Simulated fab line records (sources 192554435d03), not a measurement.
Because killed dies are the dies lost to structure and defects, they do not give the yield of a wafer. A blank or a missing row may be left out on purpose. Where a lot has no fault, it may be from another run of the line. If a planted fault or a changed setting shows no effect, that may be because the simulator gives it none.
Which of the tools did it? + flow n5_finfet + Sampling: 11 lots, 33 wafers, 4 of 1938 route steps

== WHAT THE GAUGES SHOWED, per wafer ==
N5_BEOL_M13_OVL_MEAS_29.
| lot  | measured     | on         | M13_OVL (nm) |
|------|--------------|------------|--------------|
| L252 | day 11 22:13 | overlay-02 | -2 -4 1      |
| L253 | day 12 00:52 | overlay-01 | 0 -5 -6      |
| L256 | day 14 01:35 | overlay-01 | 1 5 2        |
| L258 | day 15 01:05 | overlay-01 | 10 11 13     |
| L257 | day 15 02:01 | overlay-02 | 26 28 29     |
| L260 | day 15 21:13 | overlay-02 | 27 27 23     |
| L267 | day 16 23:52 | overlay-02 | 7 -7 -5      |
| L254 | day 17 01:08 | overlay-01 | 27 26 28     |
| L266 | day 18 05:51 | overlay-01 | 1 -4 -1      |
| L271 | day 18 13:25 | overlay-01 | 0 0 -2       |
| L275 | day 18 19:34 | overlay-01 | 3 -6 -7      |

== EACH LOT AND THE TOOL THAT RAN IT (in order: tool; ch and the chambers of the sampled wafers; start) ==
| lot  | N5_BEOL_M12_ETCH_68                | N5_BEOL_M12_ANNEAL_48            | N5_BEOL_M13_EXPOSE_25             |
|------|------------------------------------|----------------------------------|-----------------------------------|
| L252 | rie_diel-01 ch 0,3, day 11 18:35   | rtp_anneal-02 ch 0, day 11 19:57 | krf_scanner-01 ch 0, day 11 22:01 |
| L253 | rie_diel-03 ch 2,3, day 11 19:08   | rtp_anneal-01 ch 0, day 11 22:39 | krf_scanner-01 ch 0, day 12 00:40 |
| L256 | rie_diel-03 ch 0,3, day 13 19:17   | rtp_anneal-01 ch 0, day 13 23:04 | krf_scanner-02 ch 0, day 14 01:23 |
| L258 | rie_diel-01 ch 0,1,3, day 14 19:07 | rtp_anneal-02 ch 0, day 14 21:48 | krf_scanner-02 ch 0, day 15 00:53 |
| L257 | rie_diel-01 ch 0,1,3, day 14 20:08 | rtp_anneal-02 ch 0, day 14 22:34 | krf_scanner-02 ch 0, day 15 01:48 |
| L260 | rie_diel-05 ch 0,1,3, day 15 12:53 | rtp_anneal-02 ch 0, day 15 18:53 | krf_scanner-02 ch 0, day 15 21:01 |
| L267 | rie_diel-01 ch 1,2, day 16 19:21   | rtp_anneal-02 ch 0, day 16 21:33 | krf_scanner-01 ch 0, day 16 23:40 |
| L254 | rie_diel-01 ch 0,1, day 16 19:53   | rtp_anneal-01 ch 0, day 16 22:37 | krf_scanner-02 ch 0, day 17 00:56 |
| L266 | rie_diel-03 ch 0,2,3, day 17 23:55 | rtp_anneal-02 ch 0, day 18 03:33 | krf_scanner-01 ch 0, day 18 05:39 |
| L271 | rie_diel-03 ch 0,2,3, day 18 07:00 | rtp_anneal-01 ch 0, day 18 11:16 | krf_scanner-01 ch 0, day 18 13:14 |
| L275 | rie_diel-03 ch 2,3, day 18 12:47   | rtp_anneal-02 ch 0, day 18 17:11 | krf_scanner-01 ch 0, day 18 19:22 |
- N5_BEOL_M12_ETCH_68: etches SOC in N2/H2, time 285 s.
- N5_BEOL_M12_ANNEAL_48: time 90 s.
- N5_BEOL_M13_EXPOSE_25: exposes mask M13, target cd 210 nm.

== THE ANSWER, worked out from the rows above alone ==
Rule: the usual values come from the lots themselves. Put in order of their means at a reading, lots are off if they are a third of the lots or fewer, leave a main group of 4 or more, and stand apart from it by a gap of 3 or more times the standard deviation of the main group's means; of several such gaps the widest counts. The tables above print the reading to a certain number of digits; a main group whose means all agree to those digits is not used. A lot without any number at a reading at which 4 lots or more have one is off too. The other lots that the step has rows for count as sound.
Off: at N5_BEOL_M13_OVL_MEAS_29 (M13_OVL), L257, L260, L254. The main group: mean 0 nm, standard deviation 4.6.
If a tool, at a process step before that reading, ran all the lots that are off and no sound lot after the first of them, it fits. Those tools and the gauges at N5_BEOL_M13_OVL_MEAS_29 are tried in the same way. One candidate fits, namely krf_scanner-02 at N5_BEOL_M13_EXPOSE_25. A fault onset in the window from L258 (day 15 00:53, its last sound lot) to L257 (day 15 01:48, its first lot off) fits.

== WHAT WAS PUT IN BY THE SIMULATOR ==
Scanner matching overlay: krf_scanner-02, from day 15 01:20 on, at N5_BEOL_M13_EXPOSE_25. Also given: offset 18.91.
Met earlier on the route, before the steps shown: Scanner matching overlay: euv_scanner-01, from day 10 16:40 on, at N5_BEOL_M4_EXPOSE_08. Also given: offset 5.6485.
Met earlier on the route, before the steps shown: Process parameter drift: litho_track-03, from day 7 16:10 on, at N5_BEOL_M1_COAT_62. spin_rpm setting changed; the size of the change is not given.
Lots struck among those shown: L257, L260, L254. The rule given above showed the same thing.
